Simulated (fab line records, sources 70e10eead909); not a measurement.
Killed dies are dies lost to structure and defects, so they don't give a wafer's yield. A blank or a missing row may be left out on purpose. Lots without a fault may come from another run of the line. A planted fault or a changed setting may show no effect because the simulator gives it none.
Which tool did it? | flow nand_harc | 12 lots, 36 wafers sampled, at 5 steps of a route of 1302

WHAT THE GAUGES READ, wafer by wafer
NHARC_A_M0_OVL_MEAS_10: pitch 160 nm.
lot  | measured     | on         | overlay_x_nm (nm) | overlay_y_nm (nm)
L887 | day 24 11:14 | overlay-02 | 0.4 0.3 0.7       | 0.2 -0.2 -0.2
L889 | day 24 22:12 | overlay-02 | 1.2 0.9 0.9       | 0.1 0.7 1.1
L888 | day 25 12:22 | overlay-02 | 1.0 0.5 0.5       | -1.1 -0.6 -1.0
L891 | day 25 17:55 | overlay-02 | -0.2 0.0 -0.6     | 0.6 0.7 0.7
L894 | day 26 15:02 | overlay-02 | 0.7 0.4 -0.5      | -0.7 -1.3 -0.8
L895 | day 27 13:14 | overlay-01 | 0.1 0.3 0.6       | -0.2 -0.7 -1.2
L897 | day 27 21:20 | overlay-02 | 0.7 0.3 0.4       | 0.5 0.7 0.5
L902 | day 30 02:39 | overlay-02 | 0.0 0.0 -0.5      | 0.5 0.1 -0.1
L903 | day 30 18:58 | overlay-02 | 0.8 0.9 1.1       | 0.0 -0.2 0.0
L906 | day 31 01:44 | overlay-01 | 0.6 0.7 0.4       | 1.3 1.2 0.5
L904 | day 31 02:03 | overlay-01 | -0.7 -0.4 -0.4    | 0.5 1.0 0.2
L905 | day 31 07:26 | overlay-02 | -1.7 -1.3 -2.0    | -1.1 -1.2 -0.7

NHARC_END_SORT_01.
lot  | measured     | on        | defect_limited_yield (%) | killed_at_array | killed_at_other | killed_at_periphery | killed_dies | killed_open | killed_short | sort_bin_2_pct (%) | sort_bin_3_pct (%) | sort_bin_4_pct (%) | sort_n_pass | sort_rim_yield_pct (%) | sort_yield_pct (%)
L897 | day 29 12:34 | prober-02 | 89.8 89.4 91.3           | 64 66 58        | 4 3 1           | 1 3 0               | 69 72 59    | 3 1 5       | 3 4 2        | 3.1 2.8 3.7        | 1.0 0.6 0.7        | 6.1 7.2 4.3        | 608 605 618 | 84 84 94               | 89.8 89.4 91.3

WHICH TOOL RAN EACH LOT (tool, then ch and the chambers of the sampled wafers, then the start)
lot  | NHARC_A_CONTACT_CMP_20        | NHARC_A_M0_SOFTBAKE_04            | NHARC_A_M0_ETCH_15
L887 | cmp-04 ch 2,3, day 24 06:17   | litho_track-06 ch 0, day 24 10:00 | rie_diel-06 ch 0,2, no start
L889 | cmp-02 ch 1,2,3, day 24 17:10 | litho_track-04 ch 0, day 24 21:00 | rie_diel-06 ch 0,1,3, no start
L888 | cmp-01 ch 2,3, day 25 07:17   | litho_track-01 ch 0, day 25 11:00 | rie_diel-06 ch 0,1, no start
L891 | cmp-04 ch 1,3, day 25 12:46   | litho_track-06 ch 0, day 25 17:00 | rie_diel-01 ch 1,3, no start
L894 | cmp-04 ch 0,1, day 26 10:02   | litho_track-04 ch 0, day 26 14:00 | rie_diel-06 ch 1,2, no start
L895 | cmp-01 ch 0,1,2, day 27 08:21 | litho_track-06 ch 0, day 27 12:00 | rie_diel-06 ch 0,1, no start
L897 | cmp-04 ch 0,1,2, day 27 16:25 | litho_track-04 ch 0, day 27 20:00 | rie_diel-06 ch 1,2,3, day 29 12:34 or earlier
L902 | cmp-04 ch 1,2,3, day 29 21:45 | litho_track-01 ch 0, day 30 02:00 | rie_diel-06 ch 2,3, no start
L903 | cmp-02 ch 0,2,3, day 30 13:56 | litho_track-01 ch 0, day 30 18:00 | rie_diel-01 ch 1,2,3, no start
L906 | cmp-02 ch 2,3, day 30 20:50   | litho_track-04 ch 0, day 31 01:00 | rie_diel-10 ch 1,2,3, no start
L904 | cmp-01 ch 1,2,3, day 30 21:00 | litho_track-06 ch 0, day 31 01:00 | rie_diel-06 ch 0,1,2, no start
L905 | cmp-04 ch 1,2, day 31 02:23   | litho_track-01 ch 0, day 31 06:00 | rie_diel-06 ch 0,1,3, no start
- NHARC_A_CONTACT_CMP_20: polishes, t overpolish 30 s, target thk 300 nm.
- NHARC_A_M0_SOFTBAKE_04: time 55 s.
- NHARC_A_M0_ETCH_15: etches the open film in C4F8/Ar, target depth 150 nm, overetch 15 nm, time 82.5 s.

WHAT THE TOOLS THEMSELVES READ (means of the sampled wafers that have a number; where no wafer has one, the mark that the record gives instead)
NHARC_A_CONTACT_CMP_20.
lot  | tool   | motor_current_A (A) | overpolish_run_s (s) | time_to_endpoint_s (s)
L887 | cmp-04 | 12.5                | 29.999               | 60
L889 | cmp-02 | 12.1                | 29.992               | 59
L888 | cmp-01 | 11.3                | 30.005               | 65
L891 | cmp-04 | 12.3                | 30.005               | 61
L894 | cmp-04 | 11.9                | 30.004               | 60
L895 | cmp-01 | 12.6                | 30.002               | 61
L897 | cmp-04 | 11.2                | 29.996               | 61
L902 | cmp-04 | 11.8                | 29.994               | 60
L903 | cmp-02 | 11.5                | 30.006               | 59
L906 | cmp-02 | 12.0                | 30.002               | 56
L904 | cmp-01 | 12.6                | 29.994               | 60
L905 | cmp-04 | 11.8                | 29.994               | 60

NHARC_A_M0_SOFTBAKE_04.
lot  | tool           | heater_power_total_W (W)
L887 | litho_track-06 | 188.40
L889 | litho_track-04 | 188.36
L888 | litho_track-01 | 188.30
L891 | litho_track-06 | 188.59
L894 | litho_track-04 | 186.92
L895 | litho_track-06 | 188.50
L897 | litho_track-04 | 186.94
L902 | litho_track-01 | 188.36
L903 | litho_track-01 | 188.39
L906 | litho_track-04 | 188.56
L904 | litho_track-06 | 188.30
L905 | litho_track-01 | 188.46

NHARC_A_M0_ETCH_15.
lot  | tool        | oes_product_au (a.u.) | rf_vpp_V (V)
L887 | rie_diel-06 | 0.969                 | 439.2
L889 | rie_diel-06 | 0.973                 | 442.7
L888 | rie_diel-06 | 0.971                 | 442.8
L891 | rie_diel-01 | 0.947                 | 441.0
L894 | rie_diel-06 | 0.903                 | 438.3
L895 | rie_diel-06 | 0.972                 | 443.6
L897 | rie_diel-06 | 0.971                 | 440.2
L902 | rie_diel-06 | 0.960                 | 438.2
L903 | rie_diel-01 | 0.936                 | 440.2
L906 | rie_diel-10 | 0.930                 | 440.3
L904 | rie_diel-06 | 0.949                 | 439.7
L905 | rie_diel-06 | 0.969                 | 442.1

THE ANSWER, worked out from the rows above alone
Rule: what is usual is taken from the lots themselves. Put in order of their means at a reading, lots are off if they are a third of the lots or fewer, leave a main group of 4 or more, and stand apart from it by a gap of 3 or more times the standard deviation of the main group's means; of several such gaps the widest counts. A main group whose means are all the same, to the digits that the tables above print for the reading, isn't used. A lot without any number at a reading at which 4 lots or more have one is off too. The other lots that the step has rows for count as sound. The gauges are gone through in route order, then the tools' own readings, and for those a lot's mean is taken as printed above. The first step at which some lot is off is used, and at that step the reading that is off furthest; a lot without a number counts as furthest.
Off: L894, L897, at NHARC_A_M0_SOFTBAKE_04 (heater_power_total_W). The main group: mean 188.42 W, standard deviation 0.097.
A tool fits if, at that step or a process step before it, it ran every lot that is off, and no sound lot after the first of them. None of those tried fits.

WHAT THE SIMULATOR HAD PUT IN
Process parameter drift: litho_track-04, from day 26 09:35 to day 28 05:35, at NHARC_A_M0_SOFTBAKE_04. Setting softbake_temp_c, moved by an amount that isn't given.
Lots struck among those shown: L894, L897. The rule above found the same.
